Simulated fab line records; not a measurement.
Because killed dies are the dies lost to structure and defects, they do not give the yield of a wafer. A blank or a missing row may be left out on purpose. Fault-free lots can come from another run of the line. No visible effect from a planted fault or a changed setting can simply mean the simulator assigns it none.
Which tool was responsible? :: flow nand_harc :: 7 lots, 21 wafers sampled, at 4 steps of a route of 1159

== WHAT EACH GAUGE READ, for each wafer ==
NHARC_A_SGD_CUT_THK_MEAS_22: measures by ellipsometry.
lot: L746
measured: day 14 17:58
on: film_metro-02
thk_nm (nm): 147.0 147.3 148.2

lot: L747
measured: day 14 17:58
on: film_metro-01
thk_nm (nm): 147.7 147.6 146.7

lot: L750
measured: day 15 03:04
on: film_metro-02
thk_nm (nm): 147.4 149.9 148.3

lot: L753
measured: day 16 09:05
on: film_metro-01
thk_nm (nm): 148.6 148.5 145.8

lot: L758
measured: day 17 11:15
on: film_metro-01
thk_nm (nm): 149.5 149.2 148.1

lot: L762
measured: day 17 21:09
on: film_metro-02
thk_nm (nm): 147.8 146.7 148.2

lot: L768
measured: day 20 06:08
on: film_metro-01
thk_nm (nm): 150.7 150.0 148.1

== EACH LOT AND THE TOOL THAT RAN IT (in order: tool; ch and the chambers of the sampled wafers; start) ==
lot: L746
NHARC_A_STAIRCASE_CMP_450: cmp-02 ch 2,3, day 14 08:34
NHARC_A_STAIRCASE_ETCH_403: wet_bench-05 ch 0,6,7, day 14 08:59
NHARC_A_SGD_CUT_CMP_21: cmp-03 ch 0,1,3, day 14 17:47

lot: L747
NHARC_A_STAIRCASE_CMP_450: cmp-01 ch 0,2,3, day 14 09:10
NHARC_A_STAIRCASE_ETCH_403: wet_bench-07 ch 3,4,5, day 14 09:32
NHARC_A_SGD_CUT_CMP_21: cmp-02 ch 1,2,3, day 14 17:45

lot: L750
NHARC_A_STAIRCASE_CMP_450: cmp-01 ch 0,2,3, day 14 19:16
NHARC_A_STAIRCASE_ETCH_403: wet_bench-07 ch 0,1,3, day 14 19:39
NHARC_A_SGD_CUT_CMP_21: cmp-04 ch 0,1, day 15 02:50

lot: L753
NHARC_A_STAIRCASE_CMP_450: cmp-04 ch 1,2, day 16 00:01
NHARC_A_STAIRCASE_ETCH_403: wet_bench-05 ch 3,4,5, day 16 00:26
NHARC_A_SGD_CUT_CMP_21: cmp-04 ch 0,1,3, day 16 08:53

lot: L758
NHARC_A_STAIRCASE_CMP_450: cmp-04 ch 1,2, day 17 02:43
NHARC_A_STAIRCASE_ETCH_403: wet_bench-05 ch 1,5,6, day 17 03:05
NHARC_A_SGD_CUT_CMP_21: cmp-03 ch 0,3, day 17 11:01

lot: L762
NHARC_A_STAIRCASE_CMP_450: cmp-01 ch 0,2,3, day 17 11:29
NHARC_A_STAIRCASE_ETCH_403: wet_bench-07 ch 2,5,7, day 17 11:52
NHARC_A_SGD_CUT_CMP_21: cmp-02 ch 1,2,3, day 17 20:53

lot: L768
NHARC_A_STAIRCASE_CMP_450: cmp-02 ch 0,1,2, day 19 20:26
NHARC_A_STAIRCASE_ETCH_403: wet_bench-05 ch 0,5,7, day 19 20:49
NHARC_A_SGD_CUT_CMP_21: cmp-02 ch 0,2,3, day 20 05:53
- NHARC_A_STAIRCASE_CMP_450: polishes SiO2, target thk 200 nm.
- NHARC_A_STAIRCASE_ETCH_403: etches SiO2 in dHF, target depth 108.2 nm.
- NHARC_A_SGD_CUT_CMP_21: polishes, target thk 148.19 nm.

== THE ANSWER, worked out from the rows above alone ==
Rule: usual is defined by the lots themselves. The widest of any qualifying gaps counts: lots, ordered by their means at a reading, are off when they make up no more than a third of the lots, leave a main group of 4 or more, and stand apart from it by 3 or more times the standard deviation of that group's means. Not used: any main group whose means are identical at the precision the tables above print for the reading. A lot without any number at a reading at which 4 lots or more have one is off too. Where the step has rows for the other lots, those lots are counted as sound.
Across all readings shown, no lot is off: no conclusion can be drawn from this.

== WHAT THE SIMULATOR HAD PUT IN ==
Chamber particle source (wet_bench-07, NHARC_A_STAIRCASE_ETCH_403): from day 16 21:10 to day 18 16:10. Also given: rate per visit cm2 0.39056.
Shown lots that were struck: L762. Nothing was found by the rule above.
